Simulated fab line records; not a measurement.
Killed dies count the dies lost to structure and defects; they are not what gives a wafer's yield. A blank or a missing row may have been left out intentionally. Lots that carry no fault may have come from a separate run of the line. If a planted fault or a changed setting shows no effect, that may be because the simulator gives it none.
fab line records + flow n5Finfet
record
- lots=12
- wafers=33
- lastDay=18
route steps=1938 shown MIM_BOT@1832 MIM_TOP@1834 MIM_BOT_ETCH@1867
lots untouched by any fault: they come from a run of this same line in which no faults occurred
startH: the number of hours between the record's first day and the start of the first shown wafer of the lot + waitH: hours from the lot's prior step to this one + " as in the row above + L1.1+2: several wafers, shown together as one row + - no value, or no start given + * or withheld: withheld + < > ~ a bound
route shown NAME@n: NAME is a module with steps in the file, n the number in the route of the first one + usual: mean and standard deviation over wafers with no fault + same: alike in all rows + chamber/n: place in a boat + sites: per-site readings + _std_site: the standard deviation of these + _edge_site: the outer-site mean with the inner-site mean subtracted + radiusMm: for every site, how far away it sits from the centre of the wafer + mask NAME#n: copy n + behind: tool/chamber where the wafer was last shaped + hold: cause of the lot's hold/its duration in hours/its outcome + device: names the non-switching transistor (n, p or np) + end of line: the tests these same wafers got at the end of their route + step lacking rows: just its recipe + killed: at the first sort, the dies lost to defects and structure; wafer yield is something else + map: the dies of a wafer, with x for killed, . for not killed, _ for no die there
set.NAME: setting as actually run; set.NAME@STEP: the setting as run at that earlier step + model.NAME: the simulator's own value behind a step, which no gauge read
steps of the route over a sample of lots; a table a step, a row a wafer
services: the hour from which a tool's chamber was out of use, counted from the record's first day as startH (under 0 if before that day), plus the number of hours and why
## steps
# step N5_MIM_BOT_DEGAS_01
# recipe
- ambient=vacuum
- tempC=300
- timeS=60
# usual
- heaterPowerW=462/56
- susceptorTempC=300.02/0.19
| lot.wafer | tool          | chamber | startH | waitH | heaterPowerW | susceptorTempC |
|-----------|---------------|---------|--------|-------|--------------|----------------|
| L955.1    | pvdSputter-03 | -       | 274.70 | 2.2   | 454          | 300.00         |
| L955.5    | "             | -       | "      | "     | 434          | 300.02         |
| L955.6    | "             | -       | "      | "     | 445          | 300.56         |
| L956.2    | pvdSputter-02 | -       | 293.01 | 0.5   | 472          | 299.90         |
| L956.5    | "             | -       | "      | "     | 408          | 300.33         |
| L956.6    | "             | -       | "      | "     | 386          | 300.02         |
| L960.1    | pvdSputter-01 | -       | 301.26 | 2.4   | 496          | 300.16         |
| L960.3    | "             | -       | "      | "     | 423          | 300.07         |
| L960.4    | "             | -       | "      | "     | 578          | 299.95         |
| L958.1    | pvdSputter-02 | -       | 310.58 | 3.1   | 513          | 299.95         |
| L958.3    | "             | -       | "      | "     | 470          | 300.29         |
| L958.6    | "             | -       | "      | "     | 403          | 300.30         |
| L959.4    | pvdSputter-03 | -       | 310.58 | 2.8   | 465          | 299.92         |
| L959.5    | "             | -       | "      | "     | 446          | 300.23         |
| L959.6    | "             | -       | "      | "     | 452          | 299.91         |
| L965.1    | pvdSputter-01 | -       | 339.06 | 2.0   | 424          | 299.87         |
| L965.4    | "             | -       | "      | "     | 507          | 299.57         |
| L965.6    | "             | -       | "      | "     | 493          | 299.69         |
| L966.4    | pvdSputter-03 | -       | 366.47 | 2.4   | 449          | 299.99         |
| L966.6    | "             | -       | "      | "     | 448          | 300.31         |
| L971.1    | pvdSputter-01 | -       | 379.80 | 0.0   | 422          | 300.02         |
| L971.2    | "             | -       | "      | "     | 450          | 299.91         |
| L971.6    | "             | -       | "      | "     | 449          | 299.83         |
| L974.5    | pvdSputter-02 | -       | 399.42 | 1.5   | 403          | 299.95         |
| L974.6    | "             | -       | "      | "     | 402          | 300.18         |
| L973.2    | pvdSputter-02 | -       | 403.32 | 0.0   | 482          | 299.96         |
| L973.4    | "             | -       | "      | "     | 399          | 299.77         |
| L973.6    | "             | -       | "      | "     | 398          | 299.62         |
| L977.1    | pvdSputter-02 | -       | 415.74 | 1.0   | 401          | 299.83         |
| L977.3    | "             | -       | "      | "     | 519          | 299.88         |
| L977.5    | "             | -       | "      | "     | 413          | 300.05         |
| L975.2    | pvdSputter-02 | -       | 415.96 | 0.9   | 402          | 300.09         |
| L975.5    | "             | -       | "      | "     | 535          | 300.51         |
# step N5_MIM_BOT_SPUTTER_00
# recipe
- material=TiN
- targetThkA=350
- tempC=200
- powerW=3000
- chamberPressurePa=0.49996
- gas=Ar
- reactivePartialPa=0.37997
- timeS=89.7
# usual
- chamberPressurePa=0.5000/0.001
- susceptorTempC=199.99/0.17
- throttleValvePct=30.3/0.67
| lot.wafer | tool          | chamber | startH | waitH | chamberPressurePa | susceptorTempC | throttleValvePct |
|-----------|---------------|---------|--------|-------|-------------------|----------------|------------------|
| L955.1    | pvdSputter-03 | -       | 274.74 | 0.0   | 0.5014            | 199.81         | 30.4             |
| L955.5    | "             | -       | "      | "     | 0.5001            | 200.17         | 30.3             |
| L955.6    | "             | -       | "      | "     | 0.5009            | 199.99         | 29.7             |
| L956.2    | pvdSputter-02 | -       | 293.05 | 0.0   | 0.5002            | 200.06         | 31.5             |
| L956.5    | "             | -       | "      | "     | 0.5007            | 199.90         | 30.0             |
| L956.6    | "             | -       | "      | "     | 0.4996            | 199.90         | 30.6             |
| L960.1    | pvdSputter-01 | -       | 301.30 | 0.0   | 0.5017            | 199.98         | 30.9             |
| L960.3    | "             | -       | "      | "     | 0.4987            | 200.03         | 29.3             |
| L960.4    | "             | -       | "      | "     | 0.4998            | 200.13         | 30.2             |
| L958.1    | pvdSputter-02 | -       | 310.62 | 0.0   | 0.5008            | 199.96         | 29.8             |
| L958.3    | "             | -       | "      | "     | 0.5021            | 199.76         | 31.5             |
| L958.6    | "             | -       | "      | "     | 0.4995            | 199.79         | 30.8             |
| L959.4    | pvdSputter-03 | -       | 310.62 | 0.0   | 0.4987            | 200.03         | 29.1             |
| L959.5    | "             | -       | "      | "     | 0.5008            | 200.22         | 29.8             |
| L959.6    | "             | -       | "      | "     | 0.4990            | 200.20         | 30.2             |
| L965.1    | pvdSputter-01 | -       | 339.10 | 0.0   | 0.5006            | 200.20         | 29.6             |
| L965.4    | "             | -       | "      | "     | 0.5011            | 199.83         | 30.8             |
| L965.6    | "             | -       | "      | "     | 0.5015            | 200.10         | 31.0             |
| L966.4    | pvdSputter-03 | -       | 366.51 | 0.0   | 0.5010            | 199.90         | 30.3             |
| L966.6    | "             | -       | "      | "     | 0.5000            | 200.17         | 30.4             |
| L971.1    | pvdSputter-01 | -       | 379.84 | 0.0   | 0.4989            | 199.88         | 29.3             |
| L971.2    | "             | -       | "      | "     | 0.5013            | 200.00         | 31.0             |
| L971.6    | "             | -       | "      | "     | 0.5003            | 199.88         | 31.0             |
| L974.5    | pvdSputter-02 | -       | 399.48 | 0.0   | 0.4991            | 199.96         | 30.8             |
| L974.6    | "             | -       | "      | "     | 0.5008            | 200.10         | 29.9             |
| L973.2    | pvdSputter-02 | -       | 403.36 | 0.0   | 0.4999            | 199.99         | 31.3             |
| L973.4    | "             | -       | "      | "     | 0.4998            | 199.85         | 30.4             |
| L973.6    | "             | -       | "      | "     | 0.5001            | 199.68         | 30.6             |
| L977.1    | pvdSputter-02 | -       | 415.78 | 0.0   | 0.5005            | 200.14         | 30.1             |
| L977.3    | "             | -       | "      | "     | 0.5004            | 199.97         | 29.8             |
| L977.5    | "             | -       | "      | "     | 0.4995            | 199.91         | 30.1             |
| L975.2    | pvdSputter-02 | -       | 416.00 | 0.0   | 0.4999            | 200.05         | 30.6             |
| L975.5    | "             | -       | "      | "     | 0.5020            | 199.88         | 29.7             |
# step N5_MIM_TOP_ALD_00
# recipe
- material=Al2O3
- targetThkA=*
- tempC=withheld
- aldPrecursorFamily=TMA
- aldCoReactant=O3
- pulseTimeS=withheld
- purgeTimeS=3
- coReactantPurgeTimeS=withheld
- coReactantPulseTimeS=3
- aldCycles=withheld
# usual
- precursorPulseHeightRel=0.998/0.021
| lot.wafer | tool     | chamber | startH | waitH | precursorPulseHeightRel |
|-----------|----------|---------|--------|-------|-------------------------|
| L955.1    | aldHk-03 | 3       | 274.84 | 0.1   | 0.959                   |
| L955.5    | "        | 1       | "      | "     | 0.990                   |
| L955.6    | "        | 0       | "      | "     | 0.968                   |
| L956.2    | aldHk-02 | 3       | 293.16 | 0.1   | 1.022                   |
| L956.5    | "        | 1       | "      | "     | 0.972                   |
| L956.6    | "        | 0       | "      | "     | 1.007                   |
| L960.1    | aldHk-03 | 2       | 301.42 | 0.1   | 0.980                   |
| L960.3    | "        | 1       | "      | "     | 0.987                   |
| L960.4    | "        | 3       | "      | "     | 0.998                   |
| L958.1    | aldHk-02 | 2       | 310.72 | 0.1   | 0.989                   |
| L958.3    | "        | 0       | "      | "     | 0.993                   |
| L958.6    | "        | 2       | "      | "     | 1.048                   |
| L959.4    | aldHk-03 | 2       | 310.72 | 0.1   | 1.000                   |
| L959.5    | "        | 3       | "      | "     | 0.994                   |
| L959.6    | "        | 0       | "      | "     | 1.005                   |
| L965.1    | aldHk-02 | 0       | 339.20 | 0.1   | 1.031                   |
| L965.4    | "        | 1       | "      | "     | 1.031                   |
| L965.6    | "        | 2       | "      | "     | 0.960                   |
| L966.4    | aldHk-01 | 3       | 366.62 | 0.1   | 1.003                   |
| L966.6    | "        | 3       | "      | "     | 1.030                   |
| L971.1    | aldHk-02 | 2       | 379.94 | 0.1   | 1.005                   |
| L971.2    | "        | 3       | "      | "     | 0.970                   |
| L971.6    | "        | 0       | "      | "     | 1.050                   |
| L974.5    | aldHk-03 | 0       | 399.58 | 0.1   | 1.002                   |
| L974.6    | "        | 3       | "      | "     | 1.041                   |
| L973.2    | aldHk-02 | 2       | 403.46 | 0.1   | 1.013                   |
| L973.4    | "        | 1       | "      | "     | 0.939                   |
| L973.6    | "        | 2       | "      | "     | 0.996                   |
| L977.1    | aldHk-01 | 2       | 415.88 | 0.1   | 1.010                   |
| L977.3    | "        | 3       | "      | "     | 0.990                   |
| L977.5    | "        | 0       | "      | "     | 1.006                   |
| L975.2    | aldHk-02 | 2       | 416.10 | 0.1   | 0.990                   |
| L975.5    | "        | 0       | "      | "     | 1.016                   |
# step N5_MIM_BOT_ETCH_ETCH_03
# recipe
- chemistry=Cl2/BCl3
- targetDepthA=120
- pressureMtorr=8
- icpW=800
- biasW=100
- Cl2_flow_sccm=20
- bcl3FlowSccm=80
# usual
- bcl3FlowSccm=79.96/0.23
- biasW=100.01/0.28
- drypumpMotorCurrentA=5.7/0.37
- mfcCl2Sccm=20.00/0.066
- oesProductAu=0.81/0.077
- throttleValvePct=27.6/0.46
| lot.wafer | tool        | chamber | startH | waitH | bcl3FlowSccm | biasW  | drypumpMotorCurrentA | mfcCl2Sccm | oesProductAu | rfHoursCounterH | throttleValvePct |
|-----------|-------------|---------|--------|-------|--------------|--------|----------------------|------------|--------------|-----------------|------------------|
| L955.1    | rieMetal-02 | 0       | 277.47 | 0.1   | 80.03        | 100.04 | 5.8                  | 20.12      | 0.65         | 114             | 27.7             |
| L955.5    | "           | 1       | "      | "     | 80.25        | 99.95  | 5.6                  | 20.05      | 0.80         | -               | 28.1             |
| L955.6    | "           | 0       | "      | "     | 80.27        | 100.20 | 5.8                  | 20.02      | 0.65         | -               | 27.7             |
| L956.2    | rieMetal-02 | 1       | 295.19 | 0.1   | 80.14        | 99.56  | 5.6                  | 20.06      | 0.79         | 34              | 28.1             |
| L956.5    | "           | 1       | "      | "     | 79.87        | 99.86  | 5.6                  | 20.03      | 0.79         | -               | 28.1             |
| L956.6    | "           | 0       | "      | "     | 80.51        | 100.06 | 5.8                  | 20.03      | 0.65         | -               | 27.7             |
| L960.1    | rieMetal-03 | 1       | 304.08 | 0.1   | 79.75        | 99.81  | 6.3                  | 20.04      | 0.80         | 32              | 27.4             |
| L960.3    | "           | 1       | "      | "     | 79.80        | 100.10 | 6.2                  | 20.00      | 0.79         | -               | 27.3             |
| L960.4    | "           | 0       | "      | "     | 79.97        | 100.12 | 5.4                  | 20.09      | 0.81         | -               | 27.1             |
| L959.4    | rieMetal-01 | 0       | 313.31 | 0.1   | 80.18        | 99.36  | 5.2                  | 20.03      | 0.93         | -               | 27.0             |
| L959.5    | "           | 1       | "      | "     | 80.15        | 100.03 | 6.2                  | 20.06      | 0.90         | -               | 28.1             |
| L959.6    | "           | 0       | "      | "     | 80.13        | 99.80  | 5.2                  | 20.08      | 0.93         | -               | 27.0             |
| L958.1    | rieMetal-02 | 1       | 313.36 | 0.1   | 79.75        | 100.21 | 5.6                  | 20.00      | 0.79         | 35              | 28.1             |
| L958.3    | "           | 0       | "      | "     | 79.76        | 100.33 | 5.8                  | 20.04      | 0.65         | -               | 27.7             |
| L958.6    | "           | 0       | "      | "     | 79.73        | 100.68 | 5.8                  | 19.97      | 0.65         | -               | 27.7             |
| L965.1    | rieMetal-03 | 1       | 341.62 | 0.1   | 79.94        | 99.44  | 6.2                  | 19.93      | 0.79         | 37              | 27.3             |
| L965.4    | "           | 0       | "      | "     | 80.16        | 99.76  | 5.3                  | 20.07      | 0.79         | -               | 27.1             |
| L965.6    | "           | 1       | "      | "     | 80.31        | 99.54  | 6.2                  | 19.89      | 0.78         | -               | 27.3             |
| L966.4    | rieMetal-01 | 1       | 369.52 | 0.1   | 79.96        | 117.50 | 6.2                  | 19.83      | 0.90         | -               | 28.1             |
| L966.6    | "           | 1       | "      | "     | 79.85        | 117.50 | 6.2                  | 19.82      | 0.90         | -               | 28.1             |
| L971.1    | rieMetal-01 | 0       | 385.43 | 0.1   | 80.23        | 117.14 | 5.2                  | 20.00      | 0.93         | 10              | 27.0             |
| L971.2    | "           | 1       | "      | "     | 79.98        | 117.58 | 6.2                  | 19.93      | 0.87         | 9               | 28.2             |
| L971.6    | "           | 1       | "      | "     | 80.09        | 117.58 | 6.2                  | 19.84      | 0.89         | -               | 28.2             |
| L974.5    | rieMetal-02 | 0       | 403.53 | 0.1   | 80.11        | 100.11 | 5.8                  | 20.08      | 0.94         | -               | 27.9             |
| L974.6    | "           | 1       | "      | "     | 80.09        | 99.85  | 5.6                  | 19.99      | 0.77         | -               | 28.1             |
| L973.2    | rieMetal-02 | 0       | 407.70 | 0.1   | 80.29        | 99.92  | 5.8                  | 20.04      | 0.93         | 6               | 27.9             |
| L973.4    | "           | 0       | "      | "     | 79.73        | 99.79  | 5.8                  | 20.00      | 0.94         | -               | 27.9             |
| L973.6    | "           | 1       | "      | "     | 79.88        | 100.97 | 5.6                  | 19.93      | 0.77         | -               | 28.1             |
| L977.1    | rieMetal-03 | 0       | 418.68 | 0.1   | 80.07        | 100.12 | 5.3                  | 20.03      | 0.76         | 47              | 27.1             |
| L977.3    | "           | 1       | "      | "     | 79.57        | 99.67  | 6.2                  | 19.94      | 0.76         | -               | 27.4             |
| L977.5    | "           | 0       | "      | "     | 80.06        | 99.60  | 5.3                  | 20.04      | 0.76         | -               | 27.1             |
| L975.2    | rieMetal-02 | 1       | 418.75 | 0.1   | 80.22        | 100.03 | 5.6                  | 20.03      | 0.76         | 45              | 28.1             |
| L975.5    | "           | 1       | "      | "     | 80.26        | 100.00 | 5.6                  | 19.97      | 0.76         | -               | 28.1             |
## services
| tool          | chamber | startH | hours | kind          |
|---------------|---------|--------|-------|---------------|
| rieMetal-01   | 1       | 255.86 | 23.3  | repair        |
| aldHk-03      | -       | 279.15 | 6.0   | pm            |
| rieMetal-02   | 0       | 314.15 | -     | clean         |
| rieMetal-02   | 0       | 314.15 | 19.6  | scheduledDown |
| rieMetal-02   | 0       | 314.15 | 19.6  | ventCycle     |
| rieMetal-02   | -       | 331.82 | 0.9   | repair        |
| aldHk-03      | -       | 349.06 | 0.5   | repair        |
| pvdSputter-01 | -       | 367.25 | 3.0   | repair        |
| rieMetal-01   | -       | 373.97 | 2.8   | pm            |
| pvdSputter-03 | -       | 385.93 | 7.3   | repair        |
| rieMetal-03   | 0       | 387.08 | 9.1   | repair        |
| aldHk-03      | -       | 406.02 | 3.1   | repair        |
## key
firstSign
- step=N5_MIM_BOT_ETCH_ETCH_03
- reading=biasW
- direction=up
- sigmas=61
- usual=*
- struck=*
effect none on later readings
metAt N5_MIM_BOT_ETCH_ETCH_03
struckLots L966,L971
notActingAt N5_MIM_BOT_DEGAS_01,N5_MIM_BOT_SPUTTER_00,N5_MIM_TOP_ALD_00
onsetBetween 313.31 369.52
fault
- kind=processParameterDrift
- tool=rieMetal-01
- chamber=-
- onsetH=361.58
- steps=N5_MIM_BOT_ETCH_ETCH_03
- channel=biasW
- offset=*
- shape=step
- endH=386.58
- actsIn=*
- stated=*
